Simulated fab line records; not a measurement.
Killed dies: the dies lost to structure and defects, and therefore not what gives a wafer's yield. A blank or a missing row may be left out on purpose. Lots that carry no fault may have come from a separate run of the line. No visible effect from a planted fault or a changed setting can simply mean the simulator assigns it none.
Split-lot study	flow n5 finfet	39 wafers read across 7 lots, on a route 1938 steps long

SPLIT DETAILS
At N5_BEOL_M13_SPUTTER_43 (material TaN, target thk 15 nm, time 24.19 s), the setting time s was moved away from the recipe's 24.19 s on 15 of the 39 wafers read, by -43.8% to +43.7%. For the rest of the wafers, this setting stayed at what the recipe calls for.

FROM THE SPLIT TO THE READING: what the file shows between them, 4 steps
- N5_BEOL_M13_SPUTTER_44: material Ta, target thk 10 nm, time 16.13 s
- N5_BEOL_M13_SPUTTER_45: material Cu, target thk 80 nm, time 13.33 s
- N5_BEOL_M13_ECD_47: material Cu, target thk 936 nm
- N5_BEOL_M13_ANNEAL_48: time 90 s

THE READING
barrier field endpoint s, in s, at N5_BEOL_M13_CMP_49 (polishes, stops on SiOC, t overpolish 17.1 s, target thk 420 nm). A value of 29.9 s with a standard deviation of 0.58 s is what fault-free wafers of this fab line usually give.

wafer	tool, chamber at the split	time s as run, s	against the recipe	barrier field endpoint s, s	against lot-mates on the recipe
L074.1	pvd sputter-02, -	24.19	recipe	30.2	-
L074.4	pvd sputter-02, -	24.19	recipe	30.2	-
L074.5	pvd sputter-02, -	24.19	recipe	30.9	-
L075.3	pvd sputter-02, -	24.19	recipe	29.5	-
L075.4	pvd sputter-02, -	29.41	+21.6%	33.8	+4.3
L075.1	pvd sputter-02, -	29.41	+21.6%	33.8	+4.3
L075.2	pvd sputter-02, -	24.19	recipe	29.4	-
L075.6	pvd sputter-02, -	29.41	+21.6%	33.5	+4.0
L075.5	pvd sputter-02, -	24.19	recipe	29.5	-
L079.2	pvd sputter-02, -	24.19	recipe	29.0	-
L079.3	pvd sputter-02, -	24.19	recipe	30.1	-
L079.4	pvd sputter-02, -	24.19	recipe	29.7	-
L079.1	pvd sputter-02, -	24.19	recipe	30.0	-
L079.5	pvd sputter-02, -	24.19	recipe	29.4	-
L079.6	pvd sputter-02, -	24.19	recipe	29.8	-
L080.1	pvd sputter-03, -	24.19	recipe	29.3	-
L080.3	pvd sputter-03, -	24.19	recipe	30.8	-
L080.4	pvd sputter-03, -	13.6	-43.8%	21.8	-8.1
L080.2	pvd sputter-03, -	13.6	-43.8%	22.1	-7.8
L080.5	pvd sputter-03, -	24.19	recipe	29.7	-
L080.6	pvd sputter-03, -	13.6	-43.8%	21.8	-8.1
L083.4	pvd sputter-03, -	34.77	+43.7%	38.6	+8.8
L083.2	pvd sputter-03, -	34.77	+43.7%	37.5	+7.7
L083.3	pvd sputter-03, -	34.77	+43.7%	37.5	+7.7
L083.1	pvd sputter-03, -	24.19	recipe	30.1	-
L083.5	pvd sputter-03, -	24.19	recipe	29.7	-
L083.6	pvd sputter-03, -	24.19	recipe	29.5	-
L086.4	pvd sputter-03, -	24.19	recipe	30.6	-
L086.2	pvd sputter-03, -	18.92	-21.8%	25.6	-4.5
L086.1	pvd sputter-03, -	24.19	recipe	30.2	-
L086.3	pvd sputter-03, -	18.92	-21.8%	25.8	-4.3
L086.5	pvd sputter-03, -	24.19	recipe	29.4	-
L086.6	pvd sputter-03, -	18.92	-21.8%	26.0	-4.1
L089.2	pvd sputter-01, -	30.21	+24.9%	35.5	+5.0
L089.1	pvd sputter-01, -	24.19	recipe	30.4	-
L089.4	pvd sputter-01, -	30.21	+24.9%	35.2	+4.7
L089.3	pvd sputter-01, -	24.19	recipe	30.4	-
L089.6	pvd sputter-01, -	30.21	+24.9%	34.4	+3.9
L089.5	pvd sputter-01, -	24.19	recipe	30.6	-

FIT RESULTS
A straight line over all 39 wafers: barrier field endpoint s changes by +0.185 s for each +1% of time s; r = +0.99; the points scatter about the line by 0.49 s.
The same after taking each lot's own level away (the mean of its wafers on the recipe; 39 wafers): +0.186 s for each +1%; r = +1.00; scatter 0.38 s.
On that fit, the largest move of time s shifts the reading by 8.2 s.
From 29.47 to 30.47 s: that is the span of the lots' own levels, equal to 1.7 times the standard deviation above.
Consequently the slope shifts little with the lot-to-lot level, the two slopes agreeing.
Check: with one of the wafers moved furthest among these (-43.8%) left out of the fit, the line predicts -8.16 s for it against its lot-mates. Against them it came out at -8.13 s.

OTHER SPLITS APPLIED TO THESE WAFERS
Before the reading, these wafers also passed through other splits. Each is held against what the fit with the lots' levels taken away leaves over:
other split on the same wafers	wafers away from the commonest value	r with barrier field endpoint s (lot level and that fit taken away)
N5_BEOL_M1_ILD_DEP_00 target thk a	15	-0.12
N5_BEOL_M6_ALD_77 ald cycles	18	+0.09
N5_BEOL_M9_VIA_ETCH_34 target depth a	12	-0.11

THE WHOLE CHAIN: every reading that the file lists as answering this split, in the file's order
step	what it does	reading	change (the file's fit)	r (the file's)
N5_BEOL_M13_SPUTTER_43	material TaN, target thk 15 nm, time 24.19 s	TaN_of_BEOL_M13_SPUTTER_43.thk nm (the simulator's own value, which no gauge read)	+0.15 nm for each +1% of the setting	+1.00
N5_BEOL_M13_CMP_49	polishes, stops on SiOC, t overpolish 17.1 s, target thk 420 nm	barrier field endpoint s	+0.186 s for each +1% of the setting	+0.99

FILE'S OWN FIT
barrier field endpoint s changes by +0.186 s for each +1% of time s, r = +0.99.
